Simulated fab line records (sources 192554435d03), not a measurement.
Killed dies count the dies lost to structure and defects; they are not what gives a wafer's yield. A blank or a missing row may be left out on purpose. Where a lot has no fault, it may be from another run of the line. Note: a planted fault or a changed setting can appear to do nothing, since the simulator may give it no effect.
Check for tools in common	flow n5_finfet	33 wafers sampled across 11 lots

WHY THIS WAS OPENED
2 of 11 lots carry a flag on the reading RS_NWELL at N5_BEOL_M4_RC_MEAS_101. Fault-free wafers read 1036 ohm/sq, with a standard deviation of 6.2.
Rule: a lot gets a flag if all its wafers with a number sit over 4 standard deviations from that mean, or if no wafer of it has a number. All remaining lots are regarded as sound.

lot	measured	on	RS_NWELL (ohm/sq), wafer by wafer	flag
L905	day 8 06:47	prober-01	1023 1040 1042	
L906	day 9 03:01	prober-01	1030 1035 1021	
L908	day 9 04:58	prober-02	1033 1036 1031	
L909	day 9 09:43	prober-01	1035 1035 1043	
L910	day 9 13:22	prober-02	1034 1046 1041	
L914	day 10 15:25	prober-01	1428 1434 1422	FLAGGED
L916	day 11 01:07	prober-02	1419 1434 1429	FLAGGED
L921	day 12 04:54	prober-02	1036 1039 1040	
L923	day 13 06:08	prober-02	1034 1040 1042	
L927	day 13 16:02	prober-02	1034 1022 1042	
L928	day 14 08:23	prober-01	1035 1034 1027	
The mean of the flagged lots' numbers is 1428 ohm/sq, +392 ohm/sq from the usual (+63 standard deviations).

EACH LOT AND THE TOOL IT RAN ON
The record holds 1 process step before the reading, out of a route of 1938 steps. Every cell lists first the tool, next ch and the chambers used by the sampled wafers, and last the start.
lot	flag	N5_WELL_APT_IMPLANT_14
L905		implanter-02 ch 0, day 1 14:08
L906		implanter-01 ch 0, day 1 20:23
L908		implanter-01 ch 0, day 2 08:04
L909		implanter-02 ch 0, day 2 13:46
L910		implanter-01 ch 0, day 2 20:09
L914	FLAGGED	implanter-02 ch 0, day 3 19:47
L916	FLAGGED	implanter-02 ch 0, day 4 08:19
L921		implanter-01 ch 0, day 5 14:10
L923		implanter-01 ch 0, day 6 01:56
L927		implanter-01 ch 0, day 7 02:15
L928		implanter-02 ch 0, day 7 07:47
What these steps do:
- N5_WELL_APT_IMPLANT_14
- N5_BEOL_M4_RC_MEAS_101

FLAGGED OVER TOTAL, TOOL BY TOOL (the gauges that took the reading come last)
step	tool	lots run	flagged	share of the flagged lots	sound lots run after its first flagged lot
N5_WELL_APT_IMPLANT_14	implanter-01	6	0	none	-
N5_WELL_APT_IMPLANT_14	implanter-02	5	2	all	1 (L928)
N5_BEOL_M4_RC_MEAS_101	prober-01	5	1	some	1 (L928)
N5_BEOL_M4_RC_MEAS_101	prober-02	6	1	some	3 (L921,L923,L927)

WHAT THE TABLE ALLOWS
In the table, 1 row covers all flagged lots: implanter-02 at N5_WELL_APT_IMPLANT_14.
- implanter-02 at N5_WELL_APT_IMPLANT_14: 2 of its 5 lots flagged. Sound lots followed the first flagged one (L928) on it, something a lasting fault affecting the whole tool could not allow. Its own readings (dose_ions_cm2, faraday_current_uA) fall more than 4 standard deviations out on all wafers of the flagged lots.
There is no row in the table that ran each flagged lot and no sound lot after the first.

WHAT THE SIMULATOR HAD PUT IN
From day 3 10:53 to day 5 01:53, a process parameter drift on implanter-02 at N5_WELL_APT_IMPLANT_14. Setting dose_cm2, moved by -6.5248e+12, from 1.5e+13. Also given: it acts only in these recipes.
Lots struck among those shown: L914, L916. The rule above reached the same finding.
